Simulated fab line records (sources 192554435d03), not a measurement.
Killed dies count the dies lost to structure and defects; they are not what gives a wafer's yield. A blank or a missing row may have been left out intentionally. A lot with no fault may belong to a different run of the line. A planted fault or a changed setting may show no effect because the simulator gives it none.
2 desks looking at one fault | flow n5-finfet | every desk sees just its own numbers, and what lay behind them comes last

METROLOGY DESK
Means of the sampled wafers that have a number, per lot and without regard to the tool the lot ran on: this is what the gauges read. A lot is out of limits, marked OUT, if its mean lies more than 4 standard deviations from the usual mean; the brackets give that distance.
Columns: A = trench-depth-nm at N5_BEOL_M6_OCD_MEAS_38, usual 94.2 nm; B = M7_ILD_THK at N5_BEOL_M7_THK_MEAS_01, usual 155.1 nm
lot  | first seen here | A    | B
L800 | day 10 08:00    | 94.2 | 157.6
L801 | day 10 15:01    | 95.3 | 163.7 (+4.3) OUT
L803 | day 10 20:09    | 94.9 | 162.7
L804 | day 10 22:32    | 93.3 | 164.3 (+4.6) OUT
L808 | day 12 07:35    | 94.4 | 152.6
L810 | day 13 02:22    | 93.7 | 154.6
L813 | day 13 15:28    | 92.7 | 155.0
L816 | day 13 18:01    | 94.7 | 154.5
L814 | day 13 18:24    | 93.3 | 154.1
L818 | day 14 09:17    | 93.8 | 156.8
L820 | day 15 13:10    | 95.4 | 153.6
This desk finds L801, L804 out of limits, with the earliest case on L801 at day 10 20:50 (M7_ILD_THK at N5_BEOL_M7_THK_MEAS_01). L800, L803, L808, L810, L813, L816, L814, L818, L820: within limits.

DESK OF THE TOOL OWNER: pecvd-02
The tool's own readings at N5_BEOL_M7_ILD_DEP_00 (deposits SiCOH lowk from DEMS/porogen, target thk 179.75 nm, time 33.4 s): means of the sampled wafers that have a number, for each lot that ran on this tool. A lot is out of limits, marked OUT, if its mean lies more than 4 standard deviations from the usual mean; the brackets give that distance.
Columns: A = heater-power-w at N5_BEOL_M7_ILD_DEP_00, usual 325 W; B = showerhead-plenum-p-Torr at N5_BEOL_M7_ILD_DEP_00, usual 5.742 Torr; C = susceptor-temp-C at N5_BEOL_M7_ILD_DEP_00, usual 300.00 C; D = throttle-valve-pct at N5_BEOL_M7_ILD_DEP_00, usual 14.0 %
lot  | first seen here | A   | B     | C                | D
L800 | day 10 11:03    | 300 | 5.755 | 300.05           | 14.1
L801 | day 10 19:40    | 290 | 5.753 | 292.87 (-38) OUT | 13.6
L803 | day 10 23:25    | 251 | 5.741 | 292.69 (-38) OUT | 14.2
L804 | day 11 01:03    | 294 | 5.749 | 292.72 (-38) OUT | 13.8
L813 | day 13 18:29    | 289 | 5.745 | 300.12           | 14.6
L814 | day 13 21:10    | 298 | 5.745 | 299.89           | 14.0
L818 | day 14 13:50    | 289 | 5.749 | 299.94           | 13.9
L820 | day 15 16:56    | 334 | 5.759 | 300.09           | 14.1
This desk's verdict: out of limits on L801, L803, L804, starting with L801 at day 10 19:40 (susceptor-temp-C at N5_BEOL_M7_ILD_DEP_00). L800, L813, L814, L818, L820: within limits.

BROUGHT TOGETHER
On L801, L803, L804, at day 10 19:40, an alarm was possible from the tool owner's desk.
At day 10 20:50 the metrology desk could have sounded an alarm, on L801, L804.
The metrology desk holds a record of L803, inside its limits.
Every lot named ran N5_BEOL_M7_ILD_DEP_00 on pecvd-02.

WHAT THE SIMULATOR HAD INSERTED
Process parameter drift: pecvd-02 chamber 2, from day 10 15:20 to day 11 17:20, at N5_BEOL_M7_ILD_DEP_00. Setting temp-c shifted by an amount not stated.
Lots struck among those shown: L801, L803, L804.
Counting hours from when the fault started, the first reading out of limits came at 4 for the tool owner's desk and at 6 for the metrology desk.
